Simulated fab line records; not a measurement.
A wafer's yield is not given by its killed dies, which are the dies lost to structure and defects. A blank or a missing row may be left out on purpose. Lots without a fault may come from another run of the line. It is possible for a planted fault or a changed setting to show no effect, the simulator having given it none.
Chamber matching | flow n5-finfet | rie-diel-03 running N5_BEOL_M2_ETCH_63: 4 sister chambers
The step etches SiARC in CF4, target depth 15.6 nm, time 26 s. 8 wafers are shown with their chamber, then 7 later ones without.

== EACH WAFER AND ITS CHAMBER ==
wafer  | chamber | drypump-motor-current-A (A) | showerhead-plenum-p-Torr (Torr)
L077.2 | 2       | 4.8                         | 2.10
L082.1 | 0       | 5.0                         | 2.18
L082.3 | 1       | 6.6                         | 2.03
L082.6 | 1       | 6.5                         | 2.03
L089.2 | 0       | 5.0                         | 2.18
L089.3 | 2       | 4.8                         | 2.09
L092.1 | 3       | 6.5                         | 2.26
L092.4 | 3       | 6.5                         | 2.26

== WAFERS MISSING THEIR CHAMBER ==
wafer  | drypump-motor-current-A (A) | showerhead-plenum-p-Torr (Torr)
L092.6 | 4.8                         | 2.09
L093.1 | 6.6                         | 2.26
L093.3 | 5.0                         | 2.17
L093.5 | 5.0                         | 2.17
L096.2 | 5.0                         | 2.17
L096.4 | 5.0                         | 2.17
L096.6 | 4.8                         | 2.08

== WHICH CHAMBER EACH ONE RAN IN ==
wafer  | from the rows above | in truth
L092.6 | 2                   | 2
L093.1 | 3                   | 3
L093.3 | 0                   | 0
L093.5 | 0                   | 0
L096.2 | 0                   | 0
L096.4 | 0                   | 0
L096.6 | 2                   | 2
Placed correctly: 7 of 7. Left unplaced by these rows: 0. Wrongly placed: 0.
How it was worked out, from the rows above alone: a wafer's distance from a chamber is the root of the sum, over the readings, of the square of ((its reading less the chamber's mean) divided by the reading's scatter). If the next closest chamber is less than 2 further off than the closest, the wafer can't be placed; otherwise it belongs to the closest. For every chamber, the mean is computed from those of its wafers that are shown. The scatter: take each reading less its chamber's mean, square it, sum over the shown wafers, divide by the number of wafers less the number of chambers, and take the root.
